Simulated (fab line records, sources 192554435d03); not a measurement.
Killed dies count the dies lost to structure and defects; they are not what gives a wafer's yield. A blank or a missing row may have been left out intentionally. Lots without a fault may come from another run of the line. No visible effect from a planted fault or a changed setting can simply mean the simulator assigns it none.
Split-lot experiment ; flow n5 finfet ; route with 1938 steps; 7 lots, 21 wafers read

## THE SPLIT
At N5_SD_EPI_N_EPI_21 (deposits Si:P, time 690 s), the setting time s was moved away from the recipe's 690 s on 3 of the 21 wafers read, by +11.5% to +13.1%. All remaining wafers had this setting at the recipe value.

The reading is taken at the split's own step.

## THE READING
Si-P_of_SD_EPI_N_EPI_21.thk nm (the simulator's own value, which no gauge read), in nm, at N5_SD_EPI_N_EPI_21 (deposits Si:P, time 690 s). The file gives no usual value for it. Average 59.3 nm, standard deviation 0.65 nm, over the 18 wafers here run with the recipe.

wafer;tool, chamber at the split;time s as run, s;against the recipe;Si-P_of_SD_EPI_N_EPI_21.thk nm, nm;against lot-mates on the recipe
L075.2;epi rpcvd-02, 0;690;recipe;59.4;-
L075.3;epi rpcvd-02, 0;690;recipe;59.4;-
L075.6;epi rpcvd-02, 0;690;recipe;59.8;-
L077.1;epi rpcvd-03, 0;690;recipe;58.8;-
L077.4;epi rpcvd-03, 0;690;recipe;58.8;-
L077.5;epi rpcvd-03, 0;690;recipe;59.4;-
L082.2;epi rpcvd-04, 0;690;recipe;59;-
L082.4;epi rpcvd-04, 0;780.1;+13.1%;65.2;+5.8
L082.5;epi rpcvd-04, 0;690;recipe;59.8;-
L083.2;epi rpcvd-04, 0;690;recipe;60.6;-
L083.3;epi rpcvd-04, 0;690;recipe;60.4;-
L083.6;epi rpcvd-04, 0;690;recipe;60.4;-
L088.1;epi rpcvd-03, 0;690;recipe;59;-
L088.2;epi rpcvd-03, 0;690;recipe;59;-
L088.6;epi rpcvd-03, 0;690;recipe;58.6;-
L089.1;epi rpcvd-03, 0;690;recipe;58.4;-
L089.3;epi rpcvd-03, 0;690;recipe;58.8;-
L089.4;epi rpcvd-03, 0;690;recipe;59.6;-
L097.2;epi rpcvd-04, 0;690;recipe;58.6;-
L097.4;epi rpcvd-04, 0;769.3;+11.5%;63;+4.4
L097.5;epi rpcvd-04, 0;769.3;+11.5%;63.2;+4.6

THE FIT
A straight line over all 21 wafers: Si-P_of_SD_EPI_N_EPI_21.thk nm changes by +0.377 nm for each +1% of time s; r = +0.92; the points scatter about the line by 0.69 nm.
The same after taking each lot's own level away (the mean of its wafers on the recipe; 21 wafers): +0.412 nm for each +1%; r = +0.99; scatter 0.31 nm.
The reading moves by 5.4 nm for the largest change in time s, on that fit.
The lots' own levels span 58.60 to 60.47 nm, that is 2.9 times the standard deviation above.
Hence the lot-to-lot level has little effect on the slope; both slopes agree.
Check: with one of the wafers moved furthest among these (+13.1%) left out of the fit, the line predicts +5.11 nm for it against its lot-mates. It came out at +5.8 nm against them.

## THE WHOLE CHAIN: every reading that the file lists as answering this split, in the file's order
step;what it does;reading;change (the file's fit);r (the file's)
N5_SD_EPI_N_EPI_21;deposits Si:P, time 690 s;Si-P_of_SD_EPI_N_EPI_21.thk nm (the simulator's own value, which no gauge read);+0.421 nm for each +1% of the setting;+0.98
N5_SD_EPI_N_EPI_MEAS_23;;thk nm;withheld for each +1% of the setting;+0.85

## THE FILE'S OWN FIT
Si-P_of_SD_EPI_N_EPI_21.thk nm changes by +0.421 nm for each +1% of time s, r = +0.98.
